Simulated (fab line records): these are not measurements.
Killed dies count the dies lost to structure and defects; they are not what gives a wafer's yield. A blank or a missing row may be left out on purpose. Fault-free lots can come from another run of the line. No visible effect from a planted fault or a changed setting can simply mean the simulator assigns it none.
fab line records + flow n5_finfet + part 1 of 2: steps 1 to 4 of 6
[record]
- lots = 20
- wafers = 60
- last_day = 18
route steps=1938 shown STI_FIN_REVEAL@190 DUMMY_GATE@214
lots that met no fault: taken from a fault-free run of the same line
start_h: hours from the record's opening day to when the first of the lot's shown wafers began + wait_h: hours from the lot's prior step to this one + " identical to the entry in the row above + L1.1+2: several wafers, shown together as one row + - no value, or no start was given + * or withheld: withheld + < > ~ a bound
route shown NAME@n: NAME is a module with steps in the file, n the number in the route of the first one + usual: average and standard deviation across the fault-free wafers + same: alike in all rows + chamber/n: place in a boat + sites: readings site by site + _std_site: standard deviation across them + _edge_site: inner sites' mean taken away from outer sites' mean + radius_mm: how far each site lies from the wafer's centre + mask NAME#n: copy n + behind: the tool/chamber that last shaped the wafer + hold: why the lot went on hold/how many hours it stayed there/how the hold came to an end + device: transistor that didn't switch, given as n, p or np + end of line: tests of these same wafers at the route's end + a step given without rows: its recipe and nothing more + killed: the dies lost at the first sort to structure and to defects; this is not the yield of the wafer + map: shows each die of a wafer: x if killed, . if not, _ if none is there
set.NAME: setting as actually run; set.NAME@STEP: the setting as run at that earlier step + model.NAME: the simulator's own value behind a step, which no gauge read
one table for each step of the route and one row for each wafer, over a sample of lots
services: the hour from which a tool's chamber was out of use, counted from the record's first day as start_h (under 0 if before that day), plus the number of hours and why
[[steps]]
[step N5_STI_FIN_REVEAL_ETCHBACK_08]
[recipe]
- chemistry = C4F6/O2
- target = SiO2
- target_depth_a = 305
- time_s = 10.167
- ion_energy_ev = 250
- pressure_mtorr = 30
- source_w = 345
- bias_w = 185
- Ar_flow_sccm = 300
- C4F6_flow_sccm = 10
- O2_flow_sccm = 10
[usual]
- drypump_motor_current_A = 5.6/0.42
- oes_ar_750_au = 0.77/0.074
- oes_product_au = 0.77/0.079
- rf_fwd_power_W = 340.7/1.7
- rf_vpp_V = 665/5.3
- showerhead_plenum_p_Torr = 2.84/0.12
- throttle_valve_pct = 21.28/0.18
| lot.wafer | tool        | chamber | start_h | wait_h | drypump_motor_current_A | oes_ar_750_au | oes_product_au | rf_fwd_power_W | rf_hours_counter_h | rf_vpp_V | showerhead_plenum_p_Torr | throttle_valve_pct |
|-----------|-------------|---------|---------|--------|-------------------------|---------------|----------------|----------------|--------------------|----------|--------------------------|--------------------|
| L074.3    | rie_diel-01 | 1       | 35.75   | 0.1    | 5.2                     | 0.83          | 0.84           | 341.2          | 75                 | 659      | 2.77                     | 21.29              |
| L074.4    | "           | 2       | "       | "      | 4.9                     | 0.78          | 0.78           | 340.4          | 127                | 660      | 2.65                     | 21.33              |
| L074.6    | "           | 0       | "       | "      | 5.0                     | 0.74          | 0.73           | 342.8          | -                  | 662      | 2.71                     | 21.09              |
| L075.2    | rie_diel-06 | 0       | 41.01   | 0.2    | 5.6                     | 0.90          | 0.91           | 341.0          | 19                 | 669      | 3.03                     | 21.05              |
| L075.4    | "           | 3       | "       | "      | 6.3                     | 0.67          | 0.66           | 338.7          | 248                | 673      | 2.81                     | 21.30              |
| L075.5    | "           | 3       | "       | "      | 6.3                     | 0.67          | 0.67           | 339.6          | -                  | 673      | 2.81                     | 21.29              |
| L076.1    | rie_diel-01 | 3       | 47.66   | 0.2    | 5.6                     | 0.69          | 0.68           | 342.4          | 225                | 667      | 2.93                     | 21.45              |
| L076.4    | "           | 2       | "       | "      | 4.9                     | 0.78          | 0.77           | 342.3          | 130                | 658      | 2.65                     | 21.33              |
| L076.6    | "           | 0       | "       | "      | 5.0                     | 0.73          | 0.71           | 341.5          | -                  | 662      | 2.71                     | 21.09              |
| L077.1    | rie_diel-01 | 0       | 52.04   | 0.3    | 5.0                     | 0.73          | 0.73           | 341.9          | 185                | 662      | 2.71                     | 21.10              |
| L077.3    | "           | 2       | "       | "      | 4.9                     | 0.78          | 0.78           | 343.0          | 132                | 658      | 2.65                     | 21.35              |
| L077.4    | "           | 2       | "       | "      | 4.9                     | 0.78          | 0.78           | 341.9          | -                  | 658      | 2.65                     | 21.35              |
| L078.1    | rie_diel-01 | 1       | 59.73   | 0.3    | 5.3                     | 0.82          | 0.83           | 340.3          | 84                 | 662      | 2.77                     | 21.28              |
| L078.4    | "           | 1       | "       | "      | 5.3                     | 0.82          | 0.84           | 339.0          | -                  | 661      | 2.77                     | 21.29              |
| L078.6    | "           | 3       | "       | "      | 5.6                     | 0.69          | 0.67           | 343.6          | -                  | 666      | 2.93                     | 21.45              |
| L079.1    | rie_diel-02 | 1       | 64.76   | 0.2    | 5.4                     | 0.85          | 0.87           | 340.3          | 51                 | 666      | 3.01                     | 21.38              |
| L079.5    | "           | 0       | "       | "      | 5.9                     | 0.84          | 0.84           | 342.1          | -                  | 670      | 3.00                     | 21.39              |
| L079.6    | "           | 1       | "       | "      | 5.4                     | 0.86          | 0.85           | 338.8          | -                  | 666      | 3.01                     | 21.36              |
| L080.1    | rie_diel-06 | 0       | 70.77   | 0.3    | 5.6                     | 0.89          | 0.88           | 339.9          | 32                 | 670      | 3.02                     | 21.08              |
| L080.3    | "           | 1       | "       | "      | 6.3                     | 0.71          | 0.71           | 342.5          | 223                | 656      | 2.70                     | 21.55              |
| L080.4    | "           | 0       | "       | "      | 5.6                     | 0.88          | 0.90           | 340.2          | -                  | 671      | 3.02                     | 21.10              |
| L081.2    | rie_diel-02 | 2       | 76.76   | 0.2    | 5.4                     | 0.71          | 0.71           | 340.9          | 208                | 673      | 2.82                     | 21.29              |
| L081.3    | "           | 1       | "       | "      | 5.4                     | 0.85          | 0.86           | 338.2          | 54                 | 666      | 3.01                     | 21.36              |
| L081.4    | "           | 0       | "       | "      | 5.9                     | 0.84          | 0.83           | 341.7          | 89                 | 672      | 2.99                     | 21.39              |
| L082.4    | rie_diel-01 | 2       | 83.25   | 0.1    | 4.9                     | 0.76          | 0.77           | 344.3          | 145                | 658      | 2.64                     | 21.35              |
| L082.5    | "           | 1       | "       | "      | 5.3                     | 0.82          | 0.81           | 341.8          | -                  | 659      | 2.76                     | 21.31              |
| L082.6    | "           | 2       | "       | "      | 4.9                     | 0.76          | 0.76           | 341.7          | -                  | 658      | 2.64                     | 21.37              |
| L084.3    | rie_diel-01 | 0       | 93.91   | 0.1    | 5.0                     | 0.72          | 0.72           | 341.7          | 195                | 663      | 2.71                     | 21.13              |
| L084.5    | "           | 1       | "       | "      | 5.3                     | 0.80          | 0.81           | 339.5          | -                  | 658      | 2.76                     | 21.31              |
| L084.6    | "           | 2       | "       | "      | 4.9                     | 0.76          | 0.76           | 342.6          | -                  | 658      | 2.64                     | 21.37              |
| L085.2    | rie_diel-06 | 1       | 101.15  | 0.2    | 6.3                     | 0.70          | 0.69           | 342.3          | 231                | 656      | 2.70                     | 21.57              |
| L085.3    | "           | 0       | "       | "      | 5.6                     | 0.87          | 0.87           | 339.0          | 42                 | 667      | 3.02                     | 21.09              |
| L085.6    | "           | 1       | "       | "      | 6.4                     | 0.70          | 0.70           | 340.3          | -                  | 657      | 2.70                     | 21.57              |
| L086.4    | rie_diel-01 | 1       | 106.19  | 0.1    | 5.3                     | 0.80          | 0.81           | 340.4          | 101                | 658      | 2.76                     | 21.31              |
| L086.5    | "           | 3       | "       | "      | 5.6                     | 0.68          | 0.66           | 341.8          | -                  | 664      | 2.92                     | 21.47              |
| L086.6    | "           | 2       | "       | "      | 4.9                     | 0.76          | 0.75           | 343.3          | -                  | 658      | 2.64                     | 21.38              |
| L088.1    | rie_diel-01 | 1       | 118.07  | 0.2    | 5.2                     | 0.80          | 0.80           | 341.1          | 105                | 659      | 2.76                     | 21.32              |
| L088.2    | "           | 0       | "       | "      | 5.0                     | 0.72          | 0.71           | 340.2          | 203                | 661      | 2.70                     | 21.12              |
| L088.4    | "           | 3       | "       | "      | 5.6                     | 0.67          | 0.66           | 343.0          | 247                | 665      | 2.92                     | 21.49              |
| L090.1    | rie_diel-02 | 1       | 130.59  | 0.2    | 5.4                     | 0.82          | 0.84           | 339.2          | 75                 | 666      | 3.00                     | 21.42              |
| L090.3    | "           | 2       | "       | "      | 5.4                     | 0.70          | 0.70           | 339.0          | 223                | 673      | 2.81                     | 21.30              |
| L090.6    | "           | 2       | "       | "      | 5.4                     | 0.69          | 0.69           | 339.6          | -                  | 674      | 2.81                     | 21.31              |
| L091.1    | rie_diel-01 | 0       | 136.98  | 0.2    | 5.0                     | 0.71          | 0.71           | 342.0          | 212                | 662      | 2.70                     | 21.13              |
| L091.2    | "           | 1       | "       | "      | 5.3                     | 0.78          | 0.80           | 339.7          | 113                | 659      | 2.75                     | 21.35              |
| L091.3    | "           | 2       | "       | "      | 4.9                     | 0.75          | 0.75           | 341.9          | 164                | 657      | 2.63                     | 21.39              |
| L092.4    | rie_diel-06 | 3       | 142.25  | 0.2    | 6.3                     | 0.92          | 0.93           | 338.3          | 19                 | 673      | 2.80                     | 20.99              |
| L092.5    | "           | 0       | "       | "      | 5.6                     | 0.84          | 0.85           | 337.2          | -                  | 668      | 3.01                     | 21.11              |
| L092.6    | "           | 1       | "       | "      | 6.3                     | 0.69          | 0.68           | 341.5          | -                  | 657      | 2.69                     | 21.60              |
| L093.1    | rie_diel-02 | 1       | 149.11  | 0.3    | 5.4                     | 0.82          | 0.81           | 340.5          | 81                 | 667      | 2.99                     | 21.42              |
| L093.2    | "           | 3       | "       | "      | 5.7                     | 0.75          | 0.74           | 343.9          | 184                | 662      | 2.83                     | 20.91              |
| L093.4    | "           | 0       | "       | "      | 5.9                     | 0.81          | 0.80           | 341.9          | 115                | 671      | 2.98                     | 21.43              |
| L095.2    | rie_diel-06 | 0       | 160.08  | 0.2    | 5.6                     | 0.84          | 0.84           | 339.4          | 64                 | 667      | 3.01                     | 21.12              |
| L095.4    | "           | 2       | "       | "      | 5.9                     | 0.70          | 0.70           | 339.4          | -                  | 665      | 2.83                     | 21.40              |
| L095.6    | "           | 0       | "       | "      | 5.6                     | 0.84          | 0.84           | 339.6          | -                  | 668      | 3.01                     | 21.14              |
| L096.1    | rie_diel-02 | 0       | 165.56  | 0.2    | 5.9                     | 0.81          | 0.79           | 341.1          | 121                | 672      | 2.98                     | 21.44              |
| L096.2    | "           | 2       | "       | "      | 5.4                     | 0.69          | 0.69           | 339.3          | 234                | 671      | 2.80                     | 21.30              |
| L096.3    | "           | 1       | "       | "      | 5.4                     | 0.81          | 0.82           | 338.9          | 86                 | 666      | 2.99                     | 21.43              |
| L097.1    | rie_diel-06 | 1       | 172.12  | 0.3    | 6.3                     | 0.99          | 0.99           | 342.1          | 1                  | 667      | 3.03                     | 21.26              |
| L097.2    | "           | 0       | "       | "      | 5.6                     | 0.83          | 0.82           | 339.6          | 68                 | 668      | 3.00                     | 21.13              |
| L097.5    | "           | 1       | "       | "      | 6.3                     | 0.98          | 0.98           | 341.0          | -                  | 667      | 3.03                     | 21.27              |
[step N5_STI_FIN_REVEAL_STRIP_24]
[recipe]
- chemistry = N2/H2
- time_s = 90
- power_w = 100
- temp_c = 40
- pressure_mtorr = 100
- rf_frequency_hz = 6e+07
- bias_power_w = 3
- n2_flow_sccm = 300
- h2_flow_sccm = 300
[usual]
- drypump_motor_current_A = 5.6/0.43
- n2_flow_sccm = 299.9/0.89
- oes_product_au = 0.77/0.08
- rf_vpp_V = 45.2/0.8
- showerhead_plenum_p_Torr = 3.36/0.15
- throttle_valve_pct = 12.33/0.2
| lot.wafer | tool        | chamber | start_h | wait_h | drypump_motor_current_A | n2_flow_sccm | oes_product_au | rf_hours_counter_h | rf_vpp_V | showerhead_plenum_p_Torr | throttle_valve_pct |
|-----------|-------------|---------|---------|--------|-------------------------|--------------|----------------|--------------------|----------|--------------------------|--------------------|
| L074.3    | rie_diel-01 | 1       | 35.79   | 0.0    | 5.3                     | 299.7        | 0.85           | 75                 | 44.4     | 3.29                     | 12.28              |
| L074.4    | "           | 2       | "       | "      | 4.9                     | 299.4        | 0.77           | 127                | 44.2     | 3.13                     | 12.33              |
| L074.6    | "           | 0       | "       | "      | 5.0                     | 298.7        | 0.73           | -                  | 45.3     | 3.24                     | 12.28              |
| L075.2    | rie_diel-06 | 0       | 41.05   | 0.0    | 5.6                     | 300.4        | 0.91           | 19                 | 44.5     | 3.58                     | 11.93              |
| L075.4    | "           | 3       | "       | "      | 6.4                     | 298.8        | 0.67           | 248                | 43.6     | 3.32                     | 12.43              |
| L075.5    | "           | 3       | "       | "      | 6.3                     | 298.7        | 0.67           | -                  | 45.5     | 3.32                     | 12.44              |
| L076.1    | rie_diel-01 | 3       | 47.69   | 0.0    | 5.6                     | 299.6        | 0.69           | 225                | 45.0     | 3.47                     | 12.54              |
| L076.4    | "           | 2       | "       | "      | 4.9                     | 298.6        | 0.78           | 130                | 43.8     | 3.13                     | 12.34              |
| L076.6    | "           | 0       | "       | "      | 5.0                     | 300.1        | 0.73           | -                  | 44.6     | 3.23                     | 12.28              |
| L077.1    | rie_diel-01 | 0       | 52.08   | 0.0    | 5.1                     | 298.9        | 0.72           | 185                | 45.5     | 3.23                     | 12.30              |
| L077.3    | "           | 2       | "       | "      | 4.9                     | 299.8        | 0.78           | 133                | 44.4     | 3.13                     | 12.33              |
| L077.4    | "           | 2       | "       | "      | 4.9                     | 299.5        | 0.77           | -                  | 44.9     | 3.13                     | 12.36              |
| L078.1    | rie_diel-01 | 1       | 59.77   | 0.0    | 5.3                     | 298.0        | 0.84           | 84                 | 45.4     | 3.28                     | 12.30              |
| L078.4    | "           | 1       | "       | "      | 5.3                     | 300.8        | 0.84           | -                  | 45.3     | 3.28                     | 12.30              |
| L078.6    | "           | 3       | "       | "      | 5.6                     | 300.8        | 0.67           | -                  | 44.5     | 3.47                     | 12.54              |
| L079.1    | rie_diel-02 | 1       | 64.80   | 0.0    | 5.4                     | 300.3        | 0.87           | 51                 | 46.8     | 3.58                     | 12.32              |
| L079.5    | "           | 0       | "       | "      | 5.9                     | 298.9        | 0.84           | -                  | 45.3     | 3.55                     | 12.25              |
| L079.6    | "           | 1       | "       | "      | 5.4                     | 300.7        | 0.86           | -                  | 44.4     | 3.58                     | 12.32              |
| L080.1    | rie_diel-06 | 0       | 70.81   | 0.0    | 5.6                     | 301.0        | 0.89           | 32                 | 46.0     | 3.57                     | 11.98              |
| L080.3    | "           | 1       | "       | "      | 6.3                     | 298.8        | 0.71           | 223                | 46.3     | 3.20                     | 12.70              |
| L080.4    | "           | 0       | "       | "      | 5.7                     | 300.2        | 0.88           | -                  | 45.4     | 3.57                     | 11.99              |
| L081.2    | rie_diel-02 | 2       | 76.79   | 0.0    | 5.4                     | 299.4        | 0.72           | 208                | 45.8     | 3.34                     | 12.42              |
| L081.3    | "           | 1       | "       | "      | 5.4                     | 299.2        | 0.86           | 54                 | 45.2     | 3.58                     | 12.31              |
| L081.4    | "           | 0       | "       | "      | 5.9                     | 300.6        | 0.83           | 89                 | 45.1     | 3.54                     | 12.27              |
| L082.4    | rie_diel-01 | 2       | 83.28   | 0.0    | 4.9                     | 299.0        | 0.76           | 145                | 45.7     | 3.12                     | 12.38              |
| L082.5    | "           | 1       | "       | "      | 5.3                     | 300.9        | 0.84           | -                  | 44.5     | 3.28                     | 12.31              |
| L082.6    | "           | 2       | "       | "      | 4.9                     | 300.5        | 0.77           | -                  | 43.9     | 3.12                     | 12.37              |
| L084.3    | rie_diel-01 | 0       | 93.95   | 0.0    | 5.0                     | 299.8        | 0.72           | 195                | 45.1     | 3.23                     | 12.33              |
| L084.5    | "           | 1       | "       | "      | 5.3                     | 299.6        | 0.83           | -                  | 44.9     | 3.28                     | 12.34              |
| L084.6    | "           | 2       | "       | "      | 4.9                     | 300.4        | 0.76           | -                  | 44.2     | 3.12                     | 12.38              |
| L085.2    | rie_diel-06 | 1       | 101.19  | 0.0    | 6.4                     | 300.6        | 0.69           | 231                | 43.9     | 3.20                     | 12.72              |
| L085.3    | "           | 0       | "       | "      | 5.6                     | 300.6        | 0.86           | 42                 | 45.6     | 3.57                     | 12.00              |
| L085.6    | "           | 1       | "       | "      | 6.4                     | 298.4        | 0.70           | -                  | 44.5     | 3.20                     | 12.71              |
| L086.4    | rie_diel-01 | 1       | 106.23  | 0.0    | 5.3                     | 300.0        | 0.81           | 101                | 45.4     | 3.27                     | 12.34              |
| L086.5    | "           | 3       | "       | "      | 5.6                     | 300.1        | 0.67           | -                  | 44.0     | 3.46                     | 12.59              |
| L086.6    | "           | 2       | "       | "      | 4.9                     | 300.8        | 0.75           | -                  | 43.9     | 3.12                     | 12.39              |
| L088.1    | rie_diel-01 | 1       | 118.11  | 0.0    | 5.3                     | 297.9        | 0.82           | 105                | 45.3     | 3.27                     | 12.34              |
| L088.2    | "           | 0       | "       | "      | 5.0                     | 300.7        | 0.71           | 203                | 45.7     | 3.22                     | 12.33              |
| L088.4    | "           | 3       | "       | "      | 5.6                     | 300.4        | 0.67           | 247                | 44.6     | 3.46                     | 12.59              |
| L090.1    | rie_diel-02 | 1       | 130.62  | 0.0    | 5.4                     | 300.6        | 0.83           | 75                 | 45.6     | 3.57                     | 12.37              |
| L090.3    | "           | 2       | "       | "      | 5.4                     | 301.4        | 0.69           | 223                | 46.1     | 3.33                     | 12.46              |
| L090.6    | "           | 2       | "       | "      | 5.4                     | 301.0        | 0.69           | -                  | 46.9     | 3.33                     | 12.43              |
| L091.1    | rie_diel-01 | 0       | 137.01  | 0.0    | 5.0                     | 300.2        | 0.70           | 212                | 44.9     | 3.22                     | 12.34              |
| L091.2    | "           | 1       | "       | "      | 5.3                     | 300.7        | 0.81           | 113                | 44.3     | 3.27                     | 12.37              |
| L091.3    | "           | 2       | "       | "      | 4.9                     | 300.0        | 0.74           | 164                | 45.6     | 3.11                     | 12.41              |
| L092.4    | rie_diel-06 | 3       | 142.29  | 0.0    | 6.3                     | 300.1        | 0.93           | 19                 | 45.5     | 3.31                     | 11.86              |
| L092.5    | "           | 0       | "       | "      | 5.6                     | 300.6        | 0.84           | -                  | 45.6     | 3.56                     | 12.05              |
| L092.6    | "           | 1       | "       | "      | 6.4                     | 298.8        | 0.68           | -                  | 45.9     | 3.19                     | 12.76              |
| L093.1    | rie_diel-02 | 1       | 149.15  | 0.0    | 5.4                     | 299.8        | 0.82           | 81                 | 45.7     | 3.56                     | 12.39              |
| L093.2    | "           | 3       | "       | "      | 5.8                     | 300.6        | 0.75           | 184                | 46.0     | 3.36                     | 12.16              |
| L093.4    | "           | 0       | "       | "      | 5.9                     | 300.9        | 0.80           | 115                | 45.6     | 3.53                     | 12.34              |
| L095.2    | rie_diel-06 | 0       | 160.12  | 0.0    | 5.6                     | 299.8        | 0.84           | 64                 | 44.9     | 3.55                     | 12.06              |
| L095.4    | "           | 2       | "       | "      | 5.9                     | 299.1        | 0.69           | -                  | 45.0     | 3.36                     | 12.52              |
| L095.6    | "           | 0       | "       | "      | 5.6                     | 298.6        | 0.84           | -                  | 46.1     | 3.55                     | 12.05              |
| L096.1    | rie_diel-02 | 0       | 165.59  | 0.0    | 5.9                     | 299.5        | 0.79           | 121                | 45.4     | 3.53                     | 12.35              |
| L096.2    | "           | 2       | "       | "      | 5.4                     | 299.7        | 0.68           | 234                | 46.3     | 3.33                     | 12.49              |
| L096.3    | "           | 1       | "       | "      | 5.4                     | 299.8        | 0.81           | 86                 | 44.7     | 3.56                     | 12.39              |
| L097.1    | rie_diel-06 | 1       | 172.15  | 0.0    | 6.3                     | 298.8        | 0.98           | 1                  | 44.7     | 3.59                     | 12.13              |
| L097.2    | "           | 0       | "       | "      | 5.6                     | 298.4        | 0.83           | 68                 | 45.4     | 3.55                     | 12.06              |
| L097.5    | "           | 1       | "       | "      | 6.4                     | 298.8        | 0.99           | -                  | 45.5     | 3.59                     | 12.13              |
[step N5_DUMMY_GATE_ALD_02]
[recipe]
- material = SiO2
- target_thk_a = 20
- temp_c = 300
- ald_precursor_family = BDEAS
- ald_co_reactant = O2-plasma
- pulse_time_s = 1
- pressure_torr = 2
[usual]
- heater_power_w = 490/47
- precursor_pulse_height_rel = 1.003/0.02
| lot.wafer | tool       | chamber | start_h | wait_h | heater_power_w | precursor_pulse_height_rel |
|-----------|------------|---------|---------|--------|----------------|----------------------------|
| L074.3    | ald_sin-04 | 2       | 38.91   | 0.0    | 531            | 1.019                      |
| L074.4    | "          | 0       | "       | "      | 555            | 0.994                      |
| L074.6    | "          | 1       | "       | "      | 536            | 0.995                      |
| L075.2    | ald_sin-03 | 3       | 44.15   | 0.0    | 488            | 1.011                      |
| L075.4    | "          | 0       | "       | "      | 449            | 0.973                      |
| L075.5    | "          | 2       | "       | "      | 497            | 1.038                      |
| L076.1    | ald_sin-03 | 3       | 50.79   | 0.0    | 493            | 1.069                      |
| L076.4    | "          | 2       | "       | "      | 508            | 1.024                      |
| L076.6    | "          | 0       | "       | "      | 453            | 1.023                      |
| L077.1    | ald_sin-01 | 0       | 55.18   | 0.0    | 371            | 1.005                      |
| L077.3    | "          | 3       | "       | "      | 517            | 1.018                      |
| L077.4    | "          | 2       | "       | "      | 442            | 0.967                      |
| L078.1    | ald_sin-03 | 2       | 63.08   | 0.0    | 488            | 0.998                      |
| L078.4    | "          | 1       | "       | "      | 468            | 0.995                      |
| L078.6    | "          | 1       | "       | "      | 468            | 0.991                      |
| L079.1    | ald_sin-03 | 1       | 68.17   | 0.0    | 468            | 0.995                      |
| L079.5    | "          | 1       | "       | "      | 450            | 0.977                      |
| L079.6    | "          | 2       | "       | "      | 487            | 0.989                      |
| L080.1    | ald_sin-04 | 0       | 73.92   | 0.0    | 556            | 1.033                      |
| L080.3    | "          | 3       | "       | "      | 544            | 1.009                      |
| L080.4    | "          | 2       | "       | "      | 531            | 1.027                      |
| L081.2    | ald_sin-03 | 0       | 79.90   | 0.0    | 456            | 1.006                      |
| L081.3    | "          | 1       | "       | "      | 472            | 1.001                      |
| L081.4    | "          | 3       | "       | "      | 491            | 0.993                      |
| L082.4    | ald_sin-04 | 1       | 86.47   | 0.1    | 533            | 1.017                      |
| L082.5    | "          | 1       | "       | "      | 524            | 1.015                      |
| L082.6    | "          | 2       | "       | "      | 533            | 1.022                      |
| L084.3    | ald_sin-01 | 1       | 97.08   | 0.0    | 473            | 1.019                      |
| L084.5    | "          | 3       | "       | "      | 520            | 0.975                      |
| L084.6    | "          | 2       | "       | "      | 438            | 0.988                      |
| L085.2    | ald_sin-04 | 1       | 104.82  | 0.0    | 518            | 1.044                      |
| L085.3    | "          | 2       | "       | "      | 533            | 0.977                      |
| L085.6    | "          | 3       | "       | "      | 554            | 0.970                      |
| L086.4    | ald_sin-04 | 2       | 109.36  | 0.0    | 531            | 1.008                      |
| L086.5    | "          | 3       | "       | "      | 569            | 1.009                      |
| L086.6    | "          | 2       | "       | "      | 537            | 1.003                      |
| L088.1    | ald_sin-04 | 3       | 121.33  | 0.0    | 564            | 1.000                      |
| L088.2    | "          | 1       | "       | "      | 534            | 1.031                      |
| L088.4    | "          | 0       | "       | "      | 551            | 1.006                      |
| L090.1    | ald_sin-01 | 0       | 134.05  | 0.3    | 375            | 1.032                      |
| L090.3    | "          | 3       | "       | "      | 535            | 0.967                      |
| L090.6    | "          | 3       | "       | "      | 520            | 0.995                      |
| L091.1    | ald_sin-01 | 2       | 140.12  | 0.0    | 435            | 1.004                      |
| L091.2    | "          | 1       | "       | "      | 475            | 1.029                      |
| L091.3    | "          | 3       | "       | "      | 528            | 1.018                      |
| L092.4    | ald_sin-03 | 1       | 145.42  | 0.0    | 464            | 1.008                      |
| L092.5    | "          | 1       | "       | "      | 461            | 0.974                      |
| L092.6    | "          | 0       | "       | "      | 463            | 0.980                      |
| L093.1    | ald_sin-01 | 2       | 152.25  | 0.0    | 444            | 1.010                      |
| L093.2    | "          | 3       | "       | "      | 535            | 1.041                      |
| L093.4    | "          | 3       | "       | "      | 527            | 1.024                      |
| L095.2    | ald_sin-03 | 1       | 163.22  | 0.0    | 462            | 0.978                      |
| L095.4    | "          | 2       | "       | "      | 484            | 0.995                      |
| L095.6    | "          | 0       | "       | "      | 439            | 0.965                      |
| L096.1    | ald_sin-03 | 0       | 168.72  | 0.0    | 463            | 0.996                      |
| L096.2    | "          | 2       | "       | "      | 502            | 0.983                      |
| L096.3    | "          | 3       | "       | "      | 501            | 1.008                      |
| L097.1    | ald_sin-01 | 0       | 175.25  | 0.0    | 369            | 0.998                      |
| L097.2    | "          | 3       | "       | "      | 526            | 0.999                      |
| L097.5    | "          | 2       | "       | "      | 434            | 0.994                      |
[step N5_DUMMY_GATE_INSPECT_17]
[recipe]
- mode = adi
- inspect_instrument = brightfield
[usual]
- raw_defect_count = 201/54
| lot.wafer | tool              | chamber | start_h | wait_h | raw_defect_count |
|-----------|-------------------|---------|---------|--------|------------------|
| L074.3    | defect_inspect-02 | -       | 47.52   | 0.0    | 208              |
| L074.4    | "                 | -       | "       | "      | 126              |
| L074.6    | "                 | -       | "       | "      | 175              |
| L075.2    | defect_inspect-01 | -       | 52.76   | 0.0    | 146              |
| L075.4    | "                 | -       | "       | "      | 152              |
| L075.5    | "                 | -       | "       | "      | 157              |
| L076.1    | defect_inspect-01 | -       | 59.33   | 0.1    | 220              |
| L076.4    | "                 | -       | "       | "      | 234              |
| L076.6    | "                 | -       | "       | "      | 216              |
| L077.1    | defect_inspect-02 | -       | 63.66   | 0.1    | 189              |
| L077.3    | "                 | -       | "       | "      | 201              |
| L077.4    | "                 | -       | "       | "      | 168              |
| L078.1    | defect_inspect-02 | -       | 71.57   | 0.1    | 273              |
| L078.4    | "                 | -       | "       | "      | 306              |
| L078.6    | "                 | -       | "       | "      | 356              |
| L079.1    | defect_inspect-01 | -       | 76.87   | 0.1    | 190              |
| L079.5    | "                 | -       | "       | "      | 223              |
| L079.6    | "                 | -       | "       | "      | 142              |
| L080.1    | defect_inspect-02 | -       | 88.02   | 0.1    | 271              |
| L080.3    | "                 | -       | "       | "      | 171              |
| L080.4    | "                 | -       | "       | "      | 184              |
| L081.2    | defect_inspect-02 | -       | 91.94   | 0.0    | 167              |
| L081.3    | "                 | -       | "       | "      | 212              |
| L081.4    | "                 | -       | "       | "      | 205              |
| L082.4    | defect_inspect-01 | -       | 96.67   | 0.0    | 179              |
| L082.5    | "                 | -       | "       | "      | 203              |
| L082.6    | "                 | -       | "       | "      | 139              |
| L084.3    | defect_inspect-02 | -       | 105.70  | 0.0    | 186              |
| L084.5    | "                 | -       | "       | "      | 226              |
| L084.6    | "                 | -       | "       | "      | 220              |
| L085.2    | defect_inspect-01 | -       | 115.26  | 0.0    | 126              |
| L085.3    | "                 | -       | "       | "      | 199              |
| L085.6    | "                 | -       | "       | "      | 225              |
| L086.4    | defect_inspect-01 | -       | 117.85  | 0.0    | 132              |
| L086.5    | "                 | -       | "       | "      | 143              |
| L086.6    | "                 | -       | "       | "      | 165              |
| L088.1    | defect_inspect-02 | -       | 129.80  | 0.1    | 170              |
| L088.2    | "                 | -       | "       | "      | 182              |
| L088.4    | "                 | -       | "       | "      | 199              |
| L090.1    | defect_inspect-01 | -       | 142.59  | 0.1    | 207              |
| L090.3    | "                 | -       | "       | "      | 161              |
| L090.6    | "                 | -       | "       | "      | 171              |
| L091.1    | defect_inspect-01 | -       | 148.74  | 0.1    | 193              |
| L091.2    | "                 | -       | "       | "      | 244              |
| L091.3    | "                 | -       | "       | "      | 243              |
| L092.4    | defect_inspect-01 | -       | 153.91  | 0.0    | 363              |
| L092.5    | "                 | -       | "       | "      | 273              |
| L092.6    | "                 | -       | "       | "      | 269              |
| L093.1    | defect_inspect-02 | -       | 160.74  | 0.1    | 240              |
| L093.2    | "                 | -       | "       | "      | 166              |
| L093.4    | "                 | -       | "       | "      | 166              |
| L095.2    | defect_inspect-02 | -       | 171.69  | 0.0    | 290              |
| L095.4    | "                 | -       | "       | "      | 306              |
| L095.6    | "                 | -       | "       | "      | 368              |
| L096.1    | defect_inspect-02 | -       | 177.21  | 0.1    | 157              |
| L096.2    | "                 | -       | "       | "      | 205              |
| L096.3    | "                 | -       | "       | "      | 195              |
| L097.1    | defect_inspect-01 | -       | 185.56  | 0.1    | 252              |
| L097.2    | "                 | -       | "       | "      | 256              |
| L097.5    | "                 | -       | "       | "      | 281              |
